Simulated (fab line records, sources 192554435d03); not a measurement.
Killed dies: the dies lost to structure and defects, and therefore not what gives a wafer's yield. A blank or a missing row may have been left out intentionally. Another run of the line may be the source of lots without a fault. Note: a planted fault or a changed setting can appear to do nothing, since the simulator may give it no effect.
Which tool was responsible? -- flow n5Finfet -- 9 lots with 25 wafers sampled at 5 steps, on a route of 1938 steps

== WHAT THE GAUGES SHOWED, per wafer ==
N5_BEOL_M0_SAQP_CD_MEAS_29 targets a cd of 14.4 nm.
lot,measured,on,cdNm (nm)
L788,day 5 19:41,cdSem-01,15.03 14.97 15.24
L793,day 7 01:22,cdSem-03,14.69 14.39 15.27
L795,day 7 11:40,cdSem-01,15.11 14.94 14.78
L796,day 7 21:49,cdSem-01,15.13 14.98 28.54
L801,day 9 00:09,cdSem-03,15.14 28.28
L804,day 9 16:55,cdSem-01,14.74 14.76 28.68
L805,day 9 23:47,cdSem-03,14.96 15.11 14.83
L806,day 10 05:38,cdSem-01,15.08 15.06
L807,day 10 13:49,cdSem-01,14.84 15.10 15.63

== EACH LOT AND THE TOOL THAT RAN IT (in order: tool; ch and the chambers of the sampled wafers; start) ==
lot,N5_BEOL_M0_SAQP_DESCUM_19,N5_BEOL_M0_SAQP_ETCH_102,N5_BEOL_M0_SAQP_MANDREL_ETCH_103,N5_BEOL_M0_SAQP_SPACER2_ALD_26
L788,"rieDiel-04 ch 0,1, day 5 14:55","rieSi-06 ch 0,3, day 5 17:10","rieSi-06 ch 0,3, day 5 17:11","aldSin-04 ch 0,3, day 5 18:56"
L793,"rieDiel-05 ch 2,3, day 6 21:47","rieSi-06 ch 0,1,2, day 6 23:43","rieSi-06 ch 0,1,2, day 6 23:44","aldSin-04 ch 1,2, day 7 00:37"
L795,"rieDiel-05 ch 0,3, day 7 08:02","rieSi-06 ch 0,2, day 7 10:03","rieSi-06 ch 0,2, day 7 10:05","aldSin-04 ch 2,3, day 7 10:55"
L796,"rieDiel-04 ch 1,3, day 7 18:02","rieSi-01 ch 1,2, day 7 19:58","rieSi-01 ch 1,2, day 7 20:01","aldSin-04 ch 1,2,3, day 7 21:02"
L801,"rieDiel-05 ch 1, day 8 19:19","rieSi-05 ch 1,3, day 8 21:59","rieSi-05 ch 1,3, day 8 22:01","aldSin-04 ch 0,1, day 8 23:15"
L804,"rieDiel-05 ch 0,1,3, day 9 13:26","rieSi-01 ch 0,1, day 9 15:18","rieSi-01 ch 0,1, day 9 15:20","aldSin-04 ch 0,3, day 9 16:10"
L805,"rieDiel-03 ch 1,2,3, day 9 20:10","rieSi-01 ch 0,1,2, day 9 21:52","rieSi-01 ch 0,1,2, day 9 21:54","aldSin-02 ch 0,3, day 9 22:53"
L806,"rieDiel-04 ch 2,3, day 10 01:20","rieSi-05 ch 2, day 10 03:51","rieSi-05 ch 2, day 10 03:53","aldSin-03 ch 0,2, day 10 04:48"
L807,"rieDiel-05 ch 0,2,3, day 10 10:23","rieSi-06 ch 0,1,3, day 10 12:05","rieSi-06 ch 0,1,3, day 10 12:07","aldSin-02 ch 0,1,2, day 10 13:04"
- N5_BEOL_M0_SAQP_DESCUM_19: chemistry O2, time 7.9 s.
- N5_BEOL_M0_SAQP_ETCH_102: etches SiO2 in CF4, target depth 4 nm, time 4.4 s.
- N5_BEOL_M0_SAQP_MANDREL_ETCH_103: etches a-Si in HBr/Cl2, stops on SiCN, target depth 45 nm, bt time 10 s, time 27 s.
- N5_BEOL_M0_SAQP_SPACER2_ALD_26: deposits SiO2, target thk 15 nm, pulse time 1 s, purge time 2 s.

== THE ANSWER, worked out from the rows above alone ==
Rule: what is usual is taken from the lots themselves. Put in order of their means at a reading, lots are off if they are a third of the lots or fewer, leave a main group of 4 or more, and stand apart from it by a gap of 3 or more times the standard deviation of the main group's means; of several such gaps the widest counts. A main group whose means are all the same, to the digits that the tables above print for the reading, isn't used. Also off: a lot with no number at a reading for which 4 or more lots have one. The other lots that the step has rows for count as sound.
Off: L796, L801, L804, at N5_BEOL_M0_SAQP_CD_MEAS_29 (cdNm). Main group: mean 15.01 nm, sd 0.13.
A tool fits if, at a process step before that reading, it ran every lot that is off, and no sound lot after the first of them. The gauges at N5_BEOL_M0_SAQP_CD_MEAS_29 are tried like those tools. One fits: aldSin-04 at N5_BEOL_M0_SAQP_SPACER2_ALD_26. A fault onset in the window from L795 (day 7 10:55, its last sound lot) to L796 (day 7 21:02, its first lot off) fits.

== WHAT THE SIMULATOR HAD PUT IN ==
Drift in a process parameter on aldSin-04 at N5_BEOL_M0_SAQP_SPACER2_ALD_26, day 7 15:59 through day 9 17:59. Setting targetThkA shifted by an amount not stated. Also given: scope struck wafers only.
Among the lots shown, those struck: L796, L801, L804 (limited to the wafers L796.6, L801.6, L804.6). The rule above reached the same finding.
